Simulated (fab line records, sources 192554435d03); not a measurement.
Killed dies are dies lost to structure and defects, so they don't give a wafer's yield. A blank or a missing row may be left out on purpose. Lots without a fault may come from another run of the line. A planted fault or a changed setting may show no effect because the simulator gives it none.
Chamber matching | flow n5_finfet | N5_BEOL_M14_ILD_DEP_00 on pecvd-03: 3 sister chambers
The step deposits SiO2 from TEOS/O2, target thk 1119.3 nm, time 237.4 s. 27 wafers are shown with their chamber, then 12 later ones without.

WAFERS WITH THEIR CHAMBER
wafer  | chamber | throttle_valve_pct (%) | heater_power_w (W) | showerhead_plenum_p_Torr (Torr)
L076.1 | 1       | 20.9                   | 358                | 8.32
L076.4 | 2       | 18.1                   | 447                | 8.30
L076.6 | 1       | 21.0                   | 402                | 8.31
L077.2 | 0       | 18.9                   | 575                | 8.31
L077.4 | 2       | 18.2                   | 565                | 8.27
L077.6 | 1       | 21.0                   | 328                | 8.35
L079.2 | 0       | 19.4                   | 673                | 8.29
L079.3 | 1       | 20.9                   | 372                | 8.33
L079.6 | 1       | 20.8                   | 407                | 8.34
L081.4 | 2       | 18.3                   | 549                | 8.31
L081.5 | 0       | 19.4                   | 528                | 8.29
L081.6 | 1       | 21.0                   | 405                | 8.35
L082.1 | 2       | 18.5                   | 565                | 8.30
L082.5 | 0       | 19.7                   | 522                | 8.32
L082.6 | 2       | 18.4                   | 601                | 8.32
L083.2 | 0       | 19.2                   | 629                | 8.32
L083.4 | 2       | 18.4                   | 449                | 8.28
L083.6 | 0       | 19.4                   | 666                | 8.28
L085.1 | 0       | 19.4                   | 589                | 8.32
L085.3 | 2       | 18.3                   | 532                | 8.28
L085.5 | 1       | 20.8                   | 429                | 8.33
L087.2 | 1       | 20.7                   | 442                | 8.34
L087.5 | 2       | 18.4                   | 535                | 8.29
L087.6 | 0       | 19.0                   | 538                | 8.26
L089.1 | 1       | 20.9                   | 343                | 8.32
L089.2 | 2       | 18.8                   | 559                | 8.33
L089.6 | 0       | 19.4                   | 513                | 8.32

SIGNATURES (means of the wafers above)
reading                  | chamber 0 | chamber 1 | chamber 2 | scatter within a chamber
throttle_valve_pct       | 19.311    | 20.889    | 18.378    | 0.191
heater_power_w           | 581.44    | 387.33    | 533.56    | 52.1
showerhead_plenum_p_Torr | 8.3011    | 8.3322    | 8.2978    | 0.0189
Rule: a wafer's distance from a chamber is the root of the sum, over the readings, of the square of ((its reading less the chamber's mean) divided by the reading's scatter). The wafer belongs to the nearest chamber; if the next one is less than 2 further off, it can't be placed. The scatter: the root of (the sum of the squares of (reading less its chamber's mean) over the shown wafers, divided by (wafers less chambers)).

WAFERS WITHOUT THEIR CHAMBER
wafer  | throttle_valve_pct (%) | heater_power_w (W) | showerhead_plenum_p_Torr (Torr)
L093.2 | 20.9                   | 403                | 8.34
L093.4 | 19.4                   | 641                | 8.31
L093.5 | 21.2                   | 430                | 8.35
L095.3 | 19.1                   | 655                | 8.29
L095.4 | 18.8                   | 534                | 8.30
L095.6 | 19.4                   | 534                | 8.29
L091.1 | 19.1                   | 584                | 8.29
L091.5 | 19.1                   | 648                | 8.31
L091.6 | 18.8                   | 453                | 8.34
L096.1 | 18.7                   | 580                | 8.33
L096.5 | 19.4                   | 677                | 8.30
L096.6 | 20.8                   | 323                | 8.34

WHICH CHAMBER EACH WENT THROUGH
wafer  | from the rows above     | in truth
L093.2 | 1                       | 1
L093.4 | 0                       | 0
L093.5 | 1                       | 1
L095.3 | 0                       | 0
L095.4 | can't be placed: 2 or 0 | 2
L095.6 | 0                       | 0
L091.1 | 0                       | 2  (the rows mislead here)
L091.5 | 0                       | 0
L091.6 | can't be placed: 2 or 0 | 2
L096.1 | can't be placed: 2 or 0 | 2
L096.5 | 0                       | 0
L096.6 | 1                       | 1
Placed correctly: 8 of 12. Can't be placed from these rows: 3 (the true chamber is among the candidates in 3). Placed wrongly: 1.
